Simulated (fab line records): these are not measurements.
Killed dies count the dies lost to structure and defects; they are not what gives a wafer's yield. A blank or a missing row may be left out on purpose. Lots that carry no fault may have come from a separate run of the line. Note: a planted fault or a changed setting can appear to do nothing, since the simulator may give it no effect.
Split-lot study | flow n5_finfet | on a route of 1938 steps: 7 lots, 39 wafers read

## ON THE SPLIT
At N5_MOL_CONTACT_COAG_EXPOSE_37 (exposes mask VD, defocus 0 nm), the setting dose_mj was moved away from the recipe's 62 on 15 of the 39 wafers read, by -3.8% to +7.3%. The other wafers ran this setting at the recipe's value.

## FROM THE SPLIT TO THE READING: what the file shows between them, 2 steps
- N5_MOL_CONTACT_COAG_PEB_38: peb time 60 s
- N5_MOL_CONTACT_COAG_DEVELOP_39: develop time 30 s

## THE READING
cd_nm at N5_MOL_CONTACT_COAG_CD_MEAS_40, given in nm (cd target 25.1 nm). Fault-free wafers of this fab line usually give 25.13 nm, standard deviation 0.27 nm.

wafer  | tool, chamber at the split | dose_mj as run | against the recipe | cd_nm, nm | against lot-mates on the recipe
L074.1 | euv_scanner-01, 0          | 62             | recipe             | 25.00     | -
L074.2 | euv_scanner-01, 0          | 62             | recipe             | 24.89     | -
L074.3 | euv_scanner-01, 0          | 63.9           | +3.1%              | 24.95     | +0.01
L074.4 | euv_scanner-01, 0          | 62             | recipe             | 24.94     | -
L074.5 | euv_scanner-01, 0          | 63.9           | +3.1%              | 25.72     | +0.78
L074.6 | euv_scanner-01, 0          | 63.9           | +3.1%              | 25.87     | +0.93
L081.1 | euv_scanner-01, 0          | 59.65          | -3.8%              | 24.14     | -0.99
L081.2 | euv_scanner-01, 0          | 62             | recipe             | 25.04     | -
L081.3 | euv_scanner-01, 0          | 59.65          | -3.8%              | 24.34     | -0.79
L081.4 | euv_scanner-01, 0          | 62             | recipe             | 25.09     | -
L081.5 | euv_scanner-01, 0          | 62             | recipe             | 25.25     | -
L081.6 | euv_scanner-01, 0          | 59.65          | -3.8%              | 24.31     | -0.82
L084.2 | euv_scanner-01, 0          | 62             | recipe             | 25.04     | -
L084.5 | euv_scanner-01, 0          | 62             | recipe             | 24.98     | -
L084.6 | euv_scanner-01, 0          | 62             | recipe             | 24.94     | -
L086.1 | euv_scanner-01, 0          | 66.53          | +7.3%              | 26.10     | +1.14
L086.2 | euv_scanner-01, 0          | 62             | recipe             | 25.16     | -
L086.3 | euv_scanner-01, 0          | 62             | recipe             | 24.84     | -
L086.4 | euv_scanner-01, 0          | 66.53          | +7.3%              | 26.10     | +1.14
L086.5 | euv_scanner-01, 0          | 66.53          | +7.3%              | 26.45     | +1.49
L086.6 | euv_scanner-01, 0          | 62             | recipe             | 24.88     | -
L090.1 | euv_scanner-02, 0          | 64.08          | +3.4%              | 25.68     | +0.66
L090.2 | euv_scanner-02, 0          | 62             | recipe             | 24.82     | -
L090.3 | euv_scanner-02, 0          | 62             | recipe             | 25.24     | -
L090.4 | euv_scanner-02, 0          | 64.08          | +3.4%              | 25.54     | +0.52
L090.5 | euv_scanner-02, 0          | 64.08          | +3.4%              | 25.42     | +0.40
L090.6 | euv_scanner-02, 0          | 62             | recipe             | 24.99     | -
L095.1 | euv_scanner-01, 0          | 62             | recipe             | 25.29     | -
L095.2 | euv_scanner-01, 0          | 62             | recipe             | 24.96     | -
L095.3 | euv_scanner-01, 0          | 62             | recipe             | 24.97     | -
L095.4 | euv_scanner-01, 0          | 62             | recipe             | 25.21     | -
L095.5 | euv_scanner-01, 0          | 62             | recipe             | 25.30     | -
L095.6 | euv_scanner-01, 0          | 62             | recipe             | 25.17     | -
L097.1 | euv_scanner-02, 0          | 62             | recipe             | 25.05     | -
L097.2 | euv_scanner-02, 0          | 66.4           | +7.1%              | 25.81     | +0.86
L097.3 | euv_scanner-02, 0          | 62             | recipe             | 24.91     | -
L097.4 | euv_scanner-02, 0          | 66.4           | +7.1%              | 26.10     | +1.15
L097.5 | euv_scanner-02, 0          | 62             | recipe             | 24.89     | -
L097.6 | euv_scanner-02, 0          | 66.4           | +7.1%              | 26.15     | +1.20

THE FIT
A straight line over all 39 wafers: cd_nm changes by +0.16 nm for each +1% of dose_mj; r = +0.93; the points scatter about the line by 0.19 nm.
The same after taking each lot's own level away (the mean of its wafers on the recipe; 39 wafers): +0.174 nm for each +1%; r = +0.95; scatter 0.18 nm.
That fit puts the effect of the largest move of dose_mj on the reading at 1.3 nm.
Measured against the standard deviation above, the lots' own levels, which go from 24.943 to 25.150 nm, span 0.8 times it.
The two slopes are in agreement: the lot-to-lot level therefore moves the slope only a little.
Check: +1.25 nm against its lot-mates is what the line predicts for one of the wafers moved furthest among these (+7.3%) when that wafer is left out of the fit. It came out at +1.14 nm against them.

## ADDITIONAL SPLITS CARRIED BY THESE WAFERS
Before the reading, these wafers also passed through other splits. Each is held against what the fit with the lots' levels taken away leaves over:
other split on the same wafers         | wafers away from the commonest value | r with cd_nm (lot level and that fit taken away)
N5_SD_EPI_P_EPI_21 pressure_torr       | 24                                   | -0.20
N5_MOL_CONTACT_COAG_ALD_131 ald_cycles | 18                                   | -0.12

## FILE'S OWN FIT
cd_nm changes by +0.17 nm for each +1% of dose_mj, r = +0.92.
